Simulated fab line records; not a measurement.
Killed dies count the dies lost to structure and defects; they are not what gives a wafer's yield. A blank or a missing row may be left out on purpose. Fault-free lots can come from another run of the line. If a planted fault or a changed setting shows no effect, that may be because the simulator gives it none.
fab line records	flow n5Finfet
record lots=5	wafers=15	lastDay=18
route steps=1938 shown BEOL_M1@758 BEOL_M4@1111
lots that met no fault: from a run of the same line without faults
startH: the number of hours between the record's first day and the start of the first shown wafer of the lot	waitH: hours elapsed since this lot's preceding step	" repeats the value in the row above	L1.1+2: a row that stands for several wafers	- either no value or no given start	* or withheld: withheld	< > ~ a bound
route shown NAME@n: a module of which the file shows steps, and the number in the route of the first	usual: the fault-free wafers' mean and standard deviation	same: alike in all rows	chamber/n: place in a boat	sites: readings site by site	_std_site: the standard deviation of these	_edge_site: mean of outer sites minus mean of inner sites	radiusMm: for every site, how far away it sits from the centre of the wafer	mask NAME#n: copy n	behind: the last tool/chamber to shape the wafer	hold: why the lot was held/for how many hours/how that ended	device: the transistor (n, p or np) that didn't switch	end of line: tests run on the same wafers once the route is complete	where a step has no rows: the recipe by itself	killed: not the wafer's yield, but the dies lost to structure and defects at the first sort	map: shows each die of a wafer: x if killed, . if not, _ if none is there
set.NAME: the setting the step ran with; set.NAME@STEP: the setting that earlier step ran with	model.NAME: the simulator's own value behind a step, which no gauge read
certain route steps with their lots: each step a table, each wafer a row
services: from which hour (startH, from the record's first day; less than 0 if before it) a tool's chamber was out of use, for how many hours, and why
## steps
# step N5_BEOL_M1_COAT_05
# recipe resist=CAR-EUV	spinRpm=1500	resistThkNm=30
# step N5_BEOL_M1_EBR_07
# recipe solvent=PGMEA	ebrWidthMm=1.5
# step N5_BEOL_M1_SOFTBAKE_06
# recipe tempC=110	timeS=60	resist=CAR-EUV
# step N5_BEOL_M1_EXPOSE_08
# recipe maskId=M1	na=0.33	sourceShape=dipole	sigmaInner=0.369	sigmaOuter=0.767	polarization=unpolarized	doseMj=33
# step N5_BEOL_M1_PEB_09
# recipe pebTempC=100	pebTimeS=60	resist=CAR-EUV
# step N5_BEOL_M1_DEVELOP_10
# recipe developTimeS=30	developer=TMAH	resist=CAR-EUV	rinseLiquid=surfactantRinse	dry=airSpin	devTempC=23
# step N5_BEOL_M1_CD_MEAS_11
# recipe targetCdNm=17.05	landingEnergyEv=500	detector=seInlens	polarity=opening
# usual cdNm=17.05/0.25
lot.wafer	tool	chamber	startH	waitH	cdNm
L255.2	cdSem-02	0	128.98	-	17.23
L255.3	"	0	"	"	16.95
L255.6	"	0	"	"	17.03
L258.1	cdSem-03	0	140.20	-	17.17
L258.2	"	0	"	"	17.06
L258.4	"	0	"	"	17.13
L265.1	cdSem-02	0	186.05	-	16.97
L265.3	"	0	"	"	17.31
L265.4	"	0	"	"	16.89
L266.4	cdSem-01	0	191.84	-	17.52
L266.5	"	0	"	"	16.96
L266.6	"	0	"	"	17.45
L276.1	cdSem-02	0	264.88	-	17.36
L276.2	"	0	"	"	17.32
L276.6	"	0	"	"	16.72
# step N5_BEOL_M1_OVL_MEAS_12
# recipe pointsPerWafer=522
# usual M1_OVL=-0.1/0.8
lot.wafer	tool	chamber	startH	waitH	M1_OVL[nm]
L255.2	overlay-01	0	129.01	0.0	-1.0
L255.3	"	0	"	"	-1.1
L255.6	"	0	"	"	-0.3
L258.1	overlay-02	0	140.23	0.0	-1.1
L258.2	"	0	"	"	-0.3
L258.4	"	0	"	"	-0.7
L265.1	overlay-01	0	186.08	0.0	-0.6
L265.3	"	0	"	"	-0.4
L265.4	"	0	"	"	-0.9
L266.4	overlay-01	0	191.89	0.0	0.1
L266.5	"	0	"	"	1.7
L266.6	"	0	"	"	-0.6
L276.1	overlay-01	0	264.91	0.0	0.0
L276.2	"	0	"	"	0.5
L276.6	"	0	"	"	-0.9
# step N5_BEOL_M1_INSPECT_13
# recipe mode=adi	inspectInstrument=brightfield
# usual rawDefectCount=428/90
lot.wafer	tool	chamber	startH	waitH	rawDefectCount
L255.2	defectInspect-02	-	129.07	0.0	386
L255.3	"	-	"	"	486
L255.6	"	-	"	"	464
L258.1	defectInspect-01	-	140.28	0.1	441
L258.2	"	-	"	"	294
L258.4	"	-	"	"	469
L265.1	defectInspect-02	-	186.14	0.1	576
L265.3	"	-	"	"	315
L265.4	"	-	"	"	556
L266.4	defectInspect-01	-	191.93	0.0	336
L266.5	"	-	"	"	405
L266.6	"	-	"	"	393
L276.1	defectInspect-02	-	264.97	0.1	419
L276.2	"	-	"	"	361
L276.6	"	-	"	"	429
# step N5_BEOL_M1_DESCUM_16
# recipe chemistry=O2	timeS=7	sourcePowerW=50	biasPowerW=20	pressureMtorr=20	rfFrequencyHz=2.712e+07	tempC=40	resist=CAR-EUV	o2FlowSccm=225
# usual drypumpMotorCurrentA=5.6/0.44	oesProductAu=0.81/0.085	rfFwdPowerW=49.31/0.27	rfVppV=243.5/1.5	showerheadPlenumPTorr=2.12/0.084	throttleValvePct=20.45/0.23
lot.wafer	tool	chamber	startH	waitH	drypumpMotorCurrentA	oesProductAu	rfFwdPowerW	rfHoursCounterH	rfVppV	showerheadPlenumPTorr	throttleValvePct
L255.2	rieDiel-01	1	129.10	0.0	6.0	0.91	49.13	16	244.4	2.24	19.98
L255.3	"	2	"	"	5.5	0.70	49.37	232	243.6	2.06	20.57
L255.6	"	2	"	"	5.5	0.71	49.60	-	241.4	2.06	20.55
L258.1	rieDiel-03	3	140.32	0.0	4.8	0.88	49.70	39	241.7	2.04	20.59
L258.2	"	2	"	"	5.4	0.84	48.90	73	244.6	2.21	20.73
L258.4	"	0	"	"	5.2	0.71	49.50	223	241.0	1.98	20.66
L265.1	rieDiel-01	3	186.17	0.0	5.4	0.87	49.07	46	244.1	2.13	20.37
L265.3	"	2	"	"	5.5	0.68	49.32	246	242.8	2.06	20.59
L265.4	"	1	"	"	6.0	0.86	49.12	32	244.9	2.23	19.98
L266.4	rieDiel-03	3	191.96	0.0	4.7	0.85	49.67	54	240.7	2.03	20.61
L266.5	"	0	"	"	5.2	0.69	49.38	-	241.2	1.98	20.70
L266.6	"	3	"	"	4.7	0.85	49.57	-	242.5	2.03	20.60
L276.1	rieDiel-03	2	265.00	0.0	5.4	0.79	48.83	112	243.7	2.20	20.78
L276.2	"	3	"	"	4.7	0.82	49.58	83	242.4	2.02	20.66
L276.6	"	0	"	"	5.2	0.93	49.47	-	244.3	2.23	20.36
# step N5_BEOL_M1_ETCH_74
# recipe chemistry=N2/H2	target=underlayer	targetDepthA=65	maskMaterial=CAR-EUV	timeS=5.2	ionEnergyEv=200	pressureMtorr=30	sourceW=840	biasW=150	n2FlowSccm=200	h2FlowSccm=200	ends=cleared
# usual drypumpMotorCurrentA=5.6/0.43	etchRfOnTimeS=5.15/0.079	oesProductAu=0.69/0.071	rfFwdPowerW=819.6/2.4	rfVppV=525/3.1	showerheadPlenumPTorr=2.57/0.099	throttleValvePct=17.85/0.23
lot.wafer	tool	chamber	startH	waitH	drypumpMotorCurrentA	etchRfOnTimeS	oesProductAu	rfFwdPowerW	rfHoursCounterH	rfVppV	showerheadPlenumPTorr	throttleValvePct
L255.2	rieDiel-01	1	129.14	0.0	5.9	5.19	0.77	817.8	16	529	2.71	17.32
L255.3	"	2	"	"	5.5	5.14	0.59	822.1	232	523	2.51	18.06
L255.6	"	2	"	"	5.5	5.17	0.59	820.5	-	522	2.51	18.07
L258.1	rieDiel-03	3	140.35	0.0	4.8	5.23	0.74	813.5	39	522	2.49	17.95
L258.2	"	2	"	"	5.4	5.10	0.72	822.5	73	529	2.68	18.09
L258.4	"	0	"	"	5.2	5.13	0.62	817.4	223	520	2.41	18.07
L265.1	rieDiel-01	3	186.21	0.0	5.4	5.04	0.75	822.1	46	524	2.59	17.74
L265.3	"	2	"	"	5.6	5.14	0.59	817.1	246	523	2.51	18.09
L265.4	"	1	"	"	6.0	5.16	0.75	820.8	32	528	2.70	17.30
L266.4	rieDiel-03	3	192.00	0.0	4.7	5.24	0.72	821.9	54	522	2.48	17.99
L266.5	"	0	"	"	5.3	5.15	0.59	819.3	-	519	2.41	18.11
L266.6	"	3	"	"	4.7	5.21	0.71	819.1	-	524	2.48	17.98
L276.1	rieDiel-03	2	265.04	0.0	5.4	5.10	0.68	820.3	112	528	2.66	18.14
L276.2	"	3	"	"	4.7	5.19	0.69	819.7	83	519	2.47	18.04
L276.6	"	0	"	"	5.2	4.94	0.79	823.4	-	527	2.72	17.71
# step N5_BEOL_M1_ETCH_63
# recipe chemistry=CF4	target=SiARC	targetDepthA=156	maskMaterial=CAR-EUV	timeS=26	ionEnergyEv=80	pressureMtorr=40	sourceW=545	biasW=36	Ar_flow_sccm=100	cf4FlowSccm=100	ends=cleared
# usual drypumpMotorCurrentA=5.6/0.43	etchRfOnTimeS=25.8/0.4	mfcArSccm=99.9/0.33	oesProductAu=0.69/0.071	rfFwdPowerW=532.3/2.2	rfVppV=184.3/1.3	showerheadPlenumPTorr=2.16/0.079	throttleValvePct=15.61/0.25
lot.wafer	tool	chamber	startH	waitH	drypumpMotorCurrentA	etchRfOnTimeS	mfcArSccm	oesProductAu	rfFwdPowerW	rfHoursCounterH	rfVppV	showerheadPlenumPTorr	throttleValvePct
L255.2	rieDiel-01	1	129.15	0.0	6.0	25.8	99.6	0.77	530.0	16	186.7	2.27	15.09
L255.3	"	2	"	"	5.5	25.7	100.0	0.60	533.0	232	185.0	2.12	15.82
L255.6	"	2	"	"	5.6	25.7	99.5	0.60	531.1	-	183.9	2.12	15.80
L258.1	rieDiel-03	3	140.37	0.0	4.7	26.3	100.6	0.74	534.6	39	183.3	2.09	15.70
L258.2	"	2	"	"	5.4	25.6	99.8	0.73	531.9	73	185.4	2.25	15.79
L258.4	"	0	"	"	5.2	25.7	101.0	0.61	532.6	223	182.6	2.04	15.90
L265.1	rieDiel-01	3	186.23	0.0	5.4	25.0	99.3	0.75	530.0	46	185.0	2.17	15.50
L265.3	"	2	"	"	5.5	26.1	100.2	0.59	531.2	246	182.9	2.12	15.85
L265.4	"	1	"	"	5.9	26.1	100.0	0.73	534.6	32	187.4	2.27	15.14
L266.4	rieDiel-03	3	192.01	0.0	4.7	26.3	100.3	0.73	537.6	54	182.9	2.09	15.72
L266.5	"	0	"	"	5.3	25.5	100.0	0.60	534.7	-	182.5	2.03	15.95
L266.6	"	3	"	"	4.8	26.3	100.0	0.73	537.2	-	183.2	2.08	15.72
L276.1	rieDiel-03	2	265.05	0.0	5.4	25.6	100.7	0.69	532.0	112	184.3	2.24	15.87
L276.2	"	3	"	"	4.7	26.0	99.9	0.70	536.1	83	183.9	2.07	15.79
L276.6	"	0	"	"	5.3	24.6	99.3	0.80	533.3	-	184.5	2.28	15.48
# step N5_BEOL_M1_ETCH_64
# recipe chemistry=N2/H2	target=SOC	targetDepthA=750	overetchA=150	maskMaterial=SiARC	tempC=40	timeS=112.5	ionEnergyEv=200	pressureMtorr=30	sourceW=840	biasW=150	n2FlowSccm=200	h2FlowSccm=200
# usual drypumpMotorCurrentA=5.6/0.43	oesProductAu=0.64/0.064	rfFwdPowerW=836.3/2.9	rfVppV=524.7/3	showerheadPlenumPTorr=2.57/0.099	throttleValvePct=17.81/0.23
lot.wafer	tool	chamber	startH	waitH	drypumpMotorCurrentA	oesProductAu	rfFwdPowerW	rfHoursCounterH	rfVppV	showerheadPlenumPTorr	throttleValvePct	model.SiARC_of_BEOL_M1_COAT_62.thkNm	model.BEOL_M1.cdOffsetNm
L255.2	rieDiel-01	1	129.18	0.0	6.0	0.71	833.2	16	527.1	2.71	17.28	6.8	0
L255.3	"	2	"	"	5.6	0.55	837.9	232	523.3	2.51	18.04	6.6	-0.2
L255.6	"	2	"	"	5.6	0.55	835.9	-	523.8	2.51	18.03	6.6	-0.2
L258.1	rieDiel-03	3	140.40	0.0	4.8	0.69	837.5	39	520.9	2.49	17.92	6.8	0
L258.2	"	2	"	"	5.4	0.67	835.8	73	528.2	2.68	18.04	6.8	0.2
L258.4	"	0	"	"	5.2	0.56	839.8	223	522.2	2.41	18.03	6.8	0
L265.1	rieDiel-01	3	186.25	0.0	5.4	0.69	834.9	46	524.8	2.59	17.69	6.6	0
L265.3	"	2	"	"	5.6	0.55	835.1	246	523.7	2.51	18.06	8.2	-0.6
L265.4	"	1	"	"	6.0	0.68	831.9	32	528.0	2.70	17.30	6.8	0
L266.4	rieDiel-03	3	192.04	0.0	4.8	0.68	838.3	54	521.2	2.48	17.95	6.8	0.2
L266.5	"	0	"	"	5.2	0.56	838.1	-	519.3	2.41	18.06	6.8	0.2
L266.6	"	3	"	"	4.8	0.67	832.9	-	521.5	2.48	17.95	6.8	0.2
L276.1	rieDiel-03	2	265.08	0.0	5.4	0.63	832.5	112	527.5	2.66	18.10	6.8	-0.2
L276.2	"	3	"	"	4.7	0.65	839.6	83	522.7	2.47	18.01	6.8	-0.2
L276.6	"	0	"	"	5.2	0.71	837.8	-	529.0	2.72	17.66	6.6	0.2
# step N5_BEOL_M1_STRIP_65
# recipe chemistry=N2/H2	tempC=40	n2FlowSccm=200	h2FlowSccm=200	rfFrequencyHz=6e+07
# step N5_BEOL_M1_STRIP_75
# recipe chemistry=N2/H2	tempC=40	n2FlowSccm=200	h2FlowSccm=200	rfFrequencyHz=6e+07
# step N5_BEOL_M1_STRIP_66
# recipe chemistry=CF4	resist=SiARC	powerW=300	biasPowerW=75	pressureMtorr=50	cf4FlowSccm=150	rfFrequencyHz=6e+07
# usual drypumpMotorCurrentA=5.6/0.44	oesProductAu=0.80/0.08	rfFwdPowerW=292.6/0.89	rfVppV=271.5/1.7	showerheadPlenumPTorr=1.81/0.065	throttleValvePct=13.57/0.26
lot.wafer	tool	chamber	startH	waitH	drypumpMotorCurrentA	oesProductAu	rfFwdPowerW	rfHoursCounterH	rfVppV	showerheadPlenumPTorr	throttleValvePct
L255.2	rieDiel-01	1	129.31	0.0	6.0	0.88	292.1	16	272.6	1.90	13.06
L255.3	"	2	"	"	5.5	0.69	291.0	232	269.6	1.77	13.79
L255.6	"	2	"	"	5.5	0.69	292.5	-	272.1	1.77	13.80
L258.1	rieDiel-03	3	140.53	0.0	4.8	0.86	293.0	39	269.7	1.75	13.62
L258.2	"	2	"	"	5.4	0.83	292.1	73	272.1	1.89	13.74
L258.4	"	0	"	"	5.2	0.70	292.5	223	268.6	1.71	13.91
L265.1	rieDiel-01	3	186.38	0.0	5.4	0.85	292.3	46	272.2	1.82	13.44
L265.3	"	2	"	"	5.6	0.69	292.3	246	269.6	1.77	13.83
L265.4	"	1	"	"	6.0	0.86	291.8	32	273.7	1.90	13.10
L266.4	rieDiel-03	3	192.17	0.0	4.7	0.84	291.0	54	270.5	1.75	13.66
L266.5	"	0	"	"	5.2	0.69	293.0	-	267.8	1.70	13.93
L266.6	"	3	"	"	4.8	0.84	291.6	-	269.2	1.75	13.65
L276.1	rieDiel-03	2	265.21	0.0	5.4	0.79	290.9	112	273.5	1.88	13.85
L276.2	"	3	"	"	4.7	0.81	293.5	83	269.3	1.74	13.74
L276.6	"	0	"	"	5.2	0.90	293.8	-	273.5	1.91	13.40
# step N5_BEOL_M1_HM_OPEN_17
# recipe chemistry=Cl2/BCl3	targetDepthA=200	overetchA=60	target=TiN	maskMaterial=SOC	ionEnergyEv=150	pressureMtorr=10	icpW=1000	biasW=126	Cl2_flow_sccm=53.25	bcl3FlowSccm=21.75	Ar_flow_sccm=25
# usual bcl3FlowSccm=21.75/0.063	drypumpMotorCurrentA=5.6/0.41	mfcArSccm=25.01/0.074	oesProductAu=0.68/0.072	rfFwdPowerW=993/3.7	throttleValvePct=22.08/0.24
lot.wafer	tool	chamber	startH	waitH	bcl3FlowSccm	drypumpMotorCurrentA	mfcArSccm	oesProductAu	rfFwdPowerW	rfHoursCounterH	throttleValvePct	model.BEOL_M1.cdOffsetNm
L255.2	rieMetal-01	1	129.35	0.0	21.88	6.1	25.01	0.68	995	36	22.33	0.2
L255.3	"	0	"	"	21.79	5.3	25.02	0.78	991	-	21.99	-0.2
L255.6	"	1	"	"	21.79	6.1	25.06	0.68	994	-	22.30	0
L258.1	rieMetal-01	1	140.57	0.0	21.67	6.1	24.83	0.67	997	38	22.32	0.2
L258.2	"	0	"	"	21.74	5.3	25.06	0.76	989	7	22.00	0.2
L258.4	"	0	"	"	21.70	5.3	25.14	0.77	990	-	21.99	0
L265.1	rieMetal-01	0	186.42	0.0	21.71	5.3	24.96	0.75	996	10	21.99	0.2
L265.3	"	1	"	"	21.69	6.0	24.99	0.66	994	-	22.32	-0.4
L265.4	"	0	"	"	21.74	5.3	25.02	0.75	997	-	21.98	0
L266.4	rieMetal-01	0	192.24	0.1	21.81	5.3	25.02	0.75	988	-	21.98	0.2
L266.5	"	0	"	"	21.87	5.3	24.97	0.75	988	-	21.99	0.2
L266.6	"	1	"	"	21.83	6.1	24.87	0.66	995	-	22.33	0.2
L276.1	rieMetal-03	0	265.25	0.0	21.64	5.3	24.96	0.72	989	18	21.64	0
L276.2	"	1	"	"	21.68	5.9	25.07	0.64	996	47	22.13	-0.4
L276.6	"	0	"	"	21.80	5.3	24.98	0.72	988	-	21.63	0.2
# step N5_BEOL_M1_STRIP_19
# recipe chemistry=O2	powerW=400	tempC=40	pressureMtorr=30	rfFrequencyHz=6e+07	biasPowerW=0	overashFraction=0.2	o2FlowSccm=225
# usual drypumpMotorCurrentA=5.5/0.42	oesProductAu=0.81/0.084	rfVppV=3.6/0.43	showerheadPlenumPTorr=2.12/0.083	throttleValvePct=16.68/0.24
lot.wafer	tool	chamber	startH	waitH	drypumpMotorCurrentA	oesProductAu	rfHoursCounterH	rfVppV	showerheadPlenumPTorr	throttleValvePct
L255.2	rieDiel-04	0	129.46	0.1	5.8	0.70	229	4.1	2.15	16.81
L255.3	"	1	"	"	5.7	0.86	55	3.5	2.05	16.33
L255.6	"	0	"	"	5.8	0.70	-	3.2	2.15	16.82
L258.1	rieDiel-03	1	140.68	0.1	5.9	0.90	28	3.3	2.14	16.53
L258.2	"	0	"	"	5.2	0.71	223	3.3	1.99	16.92
L258.4	"	2	"	"	5.4	0.85	73	3.2	2.22	16.90
L265.1	rieDiel-04	2	186.53	0.1	5.8	0.68	229	3.6	2.16	16.95
L265.3	"	1	"	"	5.8	0.83	72	4.1	2.04	16.37
L265.4	"	2	"	"	5.8	0.69	-	3.3	2.16	16.95
L266.4	rieDiel-04	1	192.53	0.3	5.7	0.83	-	4.4	2.04	16.37
L266.5	"	0	"	"	5.8	0.67	-	3.6	2.14	16.86
L266.6	"	2	"	"	5.7	0.68	-	3.9	2.16	16.98
L276.1	rieDiel-03	1	265.37	0.1	5.9	0.83	71	3.4	2.13	16.61
L276.2	"	0	"	"	5.2	0.92	8	3.4	2.24	16.55
L276.6	"	2	"	"	5.4	0.79	-	4.3	2.20	16.99
# step N5_BEOL_M4_RC_MEAS_101
# usual DIBL_N=36.4/1.3	DIBL_P=36.5/1.7	IOFF_N=0.154/0.022	IOFF_P=0.202/0.025	ION_N=671/9.8	ION_P=460/6.8	SS_N=71.6/0.54	SS_P=73.4/0.58	VT_N=250.9/2.8	VT_P=-251.4/2.7
lot.wafer	tool	chamber	startH	waitH	DIBL_N[mV/V]	DIBL_P[mV/V]	IOFF_N[nA/um]	IOFF_P[nA/um]	ION_N[uA/um]	ION_P[uA/um]	SS_N[mV/dec]	SS_P[mV/dec]	VT_N[mV]	VT_P[mV]
L255.2	prober-02	0	172.60	0.2	36.5	35.3	0.150	0.178	675	458	71.1	73.0	250.9	-253.4
L255.3	"	0	"	"	36.8	35.4	0.157	0.186	673	457	71.5	73.1	250.9	-253.5
L255.6	"	0	"	"	35.9	35.0	0.145	0.176	675	455	72.2	73.3	251.1	-253.7
L258.1	prober-02	0	177.79	0.0	37.4	36.4	0.146	0.175	659	448	71.6	73.0	250.6	-255.2
L258.2	"	0	"	"	38.3	38.3	0.163	0.193	662	447	71.6	73.2	253.5	-253.6
L258.4	"	0	"	"	37.6	37.2	0.156	0.190	678	459	70.8	73.3	251.2	-256.1
L265.1	prober-02	0	228.32	0.0	36.7	37.2	0.154	0.200	664	453	71.4	73.1	250.5	-254.0
L265.3	"	0	"	"	36.2	36.6	0.145	0.188	664	455	72.4	72.8	251.6	-253.5
L265.4	"	0	"	"	37.1	37.8	0.162	0.208	674	457	71.9	73.6	248.3	-252.8
L266.4	prober-01	0	230.69	0.5	36.0	38.9	0.155	0.192	670	460	71.8	73.2	251.3	-252.9
L266.5	"	0	"	"	34.5	37.5	0.130	0.163	668	451	71.6	72.3	254.5	-258.2
L266.6	"	0	"	"	36.3	39.3	0.157	0.190	675	461	71.5	73.4	250.8	-253.5
L276.1	prober-01	0	310.67	0.0	33.7	33.9	0.121	0.185	672	463	70.7	72.6	252.3	-248.9
L276.2	"	0	"	"	34.9	35.8	0.146	0.217	684	471	71.2	73.6	250.0	-247.5
L276.6	"	0	"	"	34.2	34.5	0.128	0.194	663	464	70.9	72.4	251.7	-248.6
## services
tool	chamber	startH	hours	kind
rieDiel-04	1	105.96	14.5	repair
rieDiel-04	3	120.72	9.8	repair
rieDiel-03	2	147.89	8.5	repair
rieDiel-04	-	150.63	0.2	repair
rieDiel-01	2	163.08	6.8	repair
rieMetal-01	0	173.63	9.6	repair
rieDiel-04	0	179.56	5.8	repair
rieDiel-04	3	185.77	45.5	repair
rieDiel-01	2	199.95	-	clean
rieDiel-01	2	199.95	-	consumableReplace:focusRing
rieDiel-01	2	199.95	21.3	scheduledDown
rieDiel-01	2	199.95	21.3	ventCycle
rieDiel-03	0	219.55	-	clean
rieDiel-03	0	219.55	-	consumableReplace:focusRing
rieDiel-03	0	219.55	-	consumableReplace:showerhead
rieDiel-03	0	219.55	19.9	scheduledDown
rieDiel-03	0	219.55	19.9	ventCycle
rieDiel-04	-	226.56	15.6	pm
rieDiel-04	0	242.16	-	clean
rieDiel-04	0	242.16	-	consumableReplace:focusRing
rieDiel-04	0	242.16	16.1	scheduledDown
rieDiel-04	0	242.16	16.1	ventCycle
rieDiel-04	1	246.44	6.6	repair
rieDiel-04	2	248.61	3.7	repair
## key
firstSign none at tools or gauges
modelEffect step=N5_BEOL_M1_ETCH_64	value=SiARC_of_BEOL_M1_COAT_62.thkNm	without=6.8	struck=8.2
modelEffect step=N5_BEOL_M1_HM_OPEN_17	value=BEOL_M1.cdOffsetNm	without=0.2	struck=-0.4
metAt N5_BEOL_M1_ETCH_64
struckWafers L265.3
onsetBetween 129.18 186.25
fault kind=processParameterDrift	tool=rieDiel-01	chamber=2	onsetH=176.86	steps=N5_BEOL_M1_ETCH_64	channel=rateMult	offset=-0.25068	shape=step
